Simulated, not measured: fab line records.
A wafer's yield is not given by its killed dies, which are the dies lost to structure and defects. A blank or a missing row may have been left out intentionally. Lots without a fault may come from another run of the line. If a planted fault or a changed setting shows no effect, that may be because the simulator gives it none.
Lot-split experiment :: flow n5_finfet :: route with 1938 steps; 7 lots, 21 wafers read

THE SPLIT ITSELF
At N5_BEOL_M13_SPUTTER_44 (material Ta, target thk 10 nm, time 16.13 s), the setting time_s was moved away from the recipe's 16.13 s on 10 of the 21 wafers read, by -4.6% to +12.7%. For the rest of the wafers, this setting stayed at what the recipe calls for.

The reading is taken at the split's own step.

THE READING
Ta_of_BEOL_M13_SPUTTER_44.thk_nm (the simulator's own value, which no gauge read), in nm, at N5_BEOL_M13_SPUTTER_44 (material Ta, target thk 10 nm, time 16.13 s). The file does not state a usual value for it. Average 10.0 nm, standard deviation 0.1 nm, over the 11 wafers here run with the recipe.

wafer: L077.4
tool, chamber at the split: pvd_sputter-03, -
time_s as run, s: 16.75
against the recipe: +3.8%
Ta_of_BEOL_M13_SPUTTER_44.thk_nm, nm: 10.2
against lot-mates on the recipe: +0.2

wafer: L077.5
tool, chamber at the split: pvd_sputter-03, -
time_s as run, s: 16.13
against the recipe: recipe
Ta_of_BEOL_M13_SPUTTER_44.thk_nm, nm: 10
against lot-mates on the recipe: -

wafer: L077.6
tool, chamber at the split: pvd_sputter-03, -
time_s as run, s: 16.13
against the recipe: recipe
Ta_of_BEOL_M13_SPUTTER_44.thk_nm, nm: 10
against lot-mates on the recipe: -

wafer: L078.1
tool, chamber at the split: pvd_sputter-03, -
time_s as run, s: 16.13
against the recipe: recipe
Ta_of_BEOL_M13_SPUTTER_44.thk_nm, nm: 9.8
against lot-mates on the recipe: -

wafer: L078.4
tool, chamber at the split: pvd_sputter-03, -
time_s as run, s: 16.13
against the recipe: recipe
Ta_of_BEOL_M13_SPUTTER_44.thk_nm, nm: 10
against lot-mates on the recipe: -

wafer: L078.5
tool, chamber at the split: pvd_sputter-03, -
time_s as run, s: 16.13
against the recipe: recipe
Ta_of_BEOL_M13_SPUTTER_44.thk_nm, nm: 10
against lot-mates on the recipe: -

wafer: L080.2
tool, chamber at the split: pvd_sputter-02, -
time_s as run, s: 16.13
against the recipe: recipe
Ta_of_BEOL_M13_SPUTTER_44.thk_nm, nm: 10
against lot-mates on the recipe: -

wafer: L080.3
tool, chamber at the split: pvd_sputter-02, -
time_s as run, s: 15.38
against the recipe: -4.6%
Ta_of_BEOL_M13_SPUTTER_44.thk_nm, nm: 9.8
against lot-mates on the recipe: -0.2

wafer: L080.5
tool, chamber at the split: pvd_sputter-02, -
time_s as run, s: 15.38
against the recipe: -4.6%
Ta_of_BEOL_M13_SPUTTER_44.thk_nm, nm: 9.6
against lot-mates on the recipe: -0.4

wafer: L084.2
tool, chamber at the split: pvd_sputter-02, -
time_s as run, s: 18.14
against the recipe: +12.5%
Ta_of_BEOL_M13_SPUTTER_44.thk_nm, nm: 11.4
against lot-mates on the recipe: +1.4

wafer: L084.6
tool, chamber at the split: pvd_sputter-02, -
time_s as run, s: 18.14
against the recipe: +12.5%
Ta_of_BEOL_M13_SPUTTER_44.thk_nm, nm: 11.4
against lot-mates on the recipe: +1.4

wafer: L084.4
tool, chamber at the split: pvd_sputter-02, -
time_s as run, s: 16.13
against the recipe: recipe
Ta_of_BEOL_M13_SPUTTER_44.thk_nm, nm: 10
against lot-mates on the recipe: -

wafer: L088.1
tool, chamber at the split: pvd_sputter-01, -
time_s as run, s: 16.13
against the recipe: recipe
Ta_of_BEOL_M13_SPUTTER_44.thk_nm, nm: 10
against lot-mates on the recipe: -

wafer: L088.6
tool, chamber at the split: pvd_sputter-01, -
time_s as run, s: 16.13
against the recipe: recipe
Ta_of_BEOL_M13_SPUTTER_44.thk_nm, nm: 10
against lot-mates on the recipe: -

wafer: L088.2
tool, chamber at the split: pvd_sputter-01, -
time_s as run, s: 17.66
against the recipe: +9.5%
Ta_of_BEOL_M13_SPUTTER_44.thk_nm, nm: 11
against lot-mates on the recipe: +1.0

wafer: L087.1
tool, chamber at the split: pvd_sputter-02, -
time_s as run, s: 16.13
against the recipe: recipe
Ta_of_BEOL_M13_SPUTTER_44.thk_nm, nm: 10.2
against lot-mates on the recipe: -

wafer: L087.2
tool, chamber at the split: pvd_sputter-02, -
time_s as run, s: 18.18
against the recipe: +12.7%
Ta_of_BEOL_M13_SPUTTER_44.thk_nm, nm: 11.4
against lot-mates on the recipe: +1.2

wafer: L087.3
tool, chamber at the split: pvd_sputter-02, -
time_s as run, s: 18.18
against the recipe: +12.7%
Ta_of_BEOL_M13_SPUTTER_44.thk_nm, nm: 11.4
against lot-mates on the recipe: +1.2

wafer: L094.2
tool, chamber at the split: pvd_sputter-02, -
time_s as run, s: 16.13
against the recipe: recipe
Ta_of_BEOL_M13_SPUTTER_44.thk_nm, nm: 10.2
against lot-mates on the recipe: -

wafer: L094.3
tool, chamber at the split: pvd_sputter-02, -
time_s as run, s: 15.49
against the recipe: -4.0%
Ta_of_BEOL_M13_SPUTTER_44.thk_nm, nm: 9.6
against lot-mates on the recipe: -0.6

wafer: L094.5
tool, chamber at the split: pvd_sputter-02, -
time_s as run, s: 15.49
against the recipe: -4.0%
Ta_of_BEOL_M13_SPUTTER_44.thk_nm, nm: 9.6
against lot-mates on the recipe: -0.6

THE FIT
A straight line over all 21 wafers: Ta_of_BEOL_M13_SPUTTER_44.thk_nm changes by +0.105 nm for each +1% of time_s; r = +0.98; the points scatter about the line by 0.12 nm.
The same after taking each lot's own level away (the mean of its wafers on the recipe; 21 wafers): +0.103 nm for each +1%; r = +0.98; scatter 0.12 nm.
On that fit, the largest move of time_s shifts the reading by 1.3 nm.
Measured against the standard deviation above, the lots' own levels, which go from 9.93 to 10.20 nm, span 2.6 times it.
Hence the lot-to-lot level has little effect on the slope; both slopes agree.
Check: for one of the wafers moved furthest among these (+12.7%), held out of the fit, the line's prediction against its lot-mates is +1.32 nm. It came out at +1.2 nm against them.

ADDITIONAL SPLITS CARRIED BY THESE WAFERS
Note: prior to the reading, these wafers also went through further splits. Each is held against what the fit with the lots' levels taken away leaves over:
other split on the same wafers: N5_BEOL_M11_EXPOSE_08 dose_mj
wafers away from the commonest value: 8
r with Ta_of_BEOL_M13_SPUTTER_44.thk_nm (lot level and that fit taken away): +0.43

other split on the same wafers: N5_BEOL_M13_ETCH_68 time_s
wafers away from the commonest value: 7
r with Ta_of_BEOL_M13_SPUTTER_44.thk_nm (lot level and that fit taken away): -0.23

THE FILE'S OWN FIT
Ta_of_BEOL_M13_SPUTTER_44.thk_nm changes by +0.102 nm for each +1% of time_s, r = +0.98.
